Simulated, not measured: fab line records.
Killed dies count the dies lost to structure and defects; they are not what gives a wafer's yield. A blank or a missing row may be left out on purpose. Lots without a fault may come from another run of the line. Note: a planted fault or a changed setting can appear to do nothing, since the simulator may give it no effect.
Comparing a struck lot with a sound one + flow nandHarc + 14 steps out of a route of 1159
Sound: the wafers L906.3, L906.5, L906.6. Wafers struck: L912.2, L912.4, L912.5. The cause is named last.
Each step with rows lists, per side, the tool, then ch with its chambers, then its first start. Under that, the readings that differ: sound wafers + struck wafers + difference of the means + sigmas: that difference in standard deviations of wafers without a fault.
alike: readings with means less than 2 such deviations apart, plus words and numbers identical on both sides. not compared: withheld readings, readings lacking a value on some wafer, bounds such as >300 that could conceal the same value, and numbers that have no deviation in the record and whose values overlap.
Wherever a step has rows on one side only, a row that says differs or no value, or a row with sigmas, the two part there. When numbers do not overlap yet have no deviation, they are printed without sigmas and do not part them. A reading missing from all wafers of one side parts the sides only when that side holds two or more wafers.

NHARC_A_SOURCE_PLATE_THK_MEAS_09: measures by ellipsometry.
  struck on filmMetro-02, day 11 07:46; sound on filmMetro-02, day 10 06:20
  alike: thkNm
then, 3 steps without rows for these wafers: NHARC_A_SOURCE_PLATE_PVD_04 (deposits WSi2, target thk 50 nm); NHARC_A_SOURCE_PLATE_CVD_03 (deposits poly-Si, target thk 200 nm, time 4000 s); NHARC_A_SOURCE_PLATE_ANNEAL_05 (time 1800 s).
NHARC_A_SOURCE_PLATE_THK_MEAS_06: measures by ellipsometry.
  struck on filmMetro-01, day 11 18:20; sound on filmMetro-02, day 10 20:02
  alike: thkNm
NHARC_A_SOURCE_PLATE_INSPECT_08:
  struck on defectInspect-02, day 11 18:24; sound on defectInspect-02, day 10 20:10
  alike: rawDefectCount
following that, 1 step holds no rows for these wafers, namely NHARC_A_ONON_D1_DEP_00 (target thickness 1000 nm).
NHARC_A_ONON_D1_THK_MEAS_02: measures by ellipsometry.
  struck on filmMetro-01, day 11 18:59; sound on filmMetro-01, day 10 20:46
  alike: thkNm
following that, 1 step holds no rows for these wafers, namely NHARC_A_ONON_D1_DEP_03 (target thickness 1000 nm).
NHARC_A_ONON_D1_THK_MEAS_05: measures by ellipsometry.
  struck on filmMetro-02, day 11 19:33; sound on filmMetro-02, day 10 21:19
  alike: thkNm
NHARC_A_ONON_D1_DEP_06: target thk 1000 nm.
  sound on pecvdOnon-03 ch 0, day 10 21:29; struck on pecvdOnon-01 ch 0, day 11 19:40
NHARC_A_ONON_D1_THK_MEAS_08: measures by ellipsometry.
  struck on filmMetro-02, day 11 20:07; sound on filmMetro-02, day 10 21:53
| reading    | sound         | struck      | difference | sigmas |
|------------|---------------|-------------|------------|--------|
| thkNm (nm) | 1002 999 1000 | 519 519 517 | -482       | -58    |
following that, 1 step holds no rows for these wafers, namely NHARC_A_ONON_D1_DEP_09 (target thickness 1000 nm).
-- break in the record here, with 13 days between the starts of the struck wafers on either side (left off in module A_ONON_D1, picked up again in module END, where the first step shown is number 1159 on the route) --
NHARC_END_SORT_01:
  the record has rows for the struck wafers here (prober-02 ch 0, day 24 16:19) and none for the sound ones

== WHERE THEY PART ==
First at NHARC_A_ONON_D1_THK_MEAS_08; last, within this record, at NHARC_END_SORT_01.

WHY: what had been put in by the simulator
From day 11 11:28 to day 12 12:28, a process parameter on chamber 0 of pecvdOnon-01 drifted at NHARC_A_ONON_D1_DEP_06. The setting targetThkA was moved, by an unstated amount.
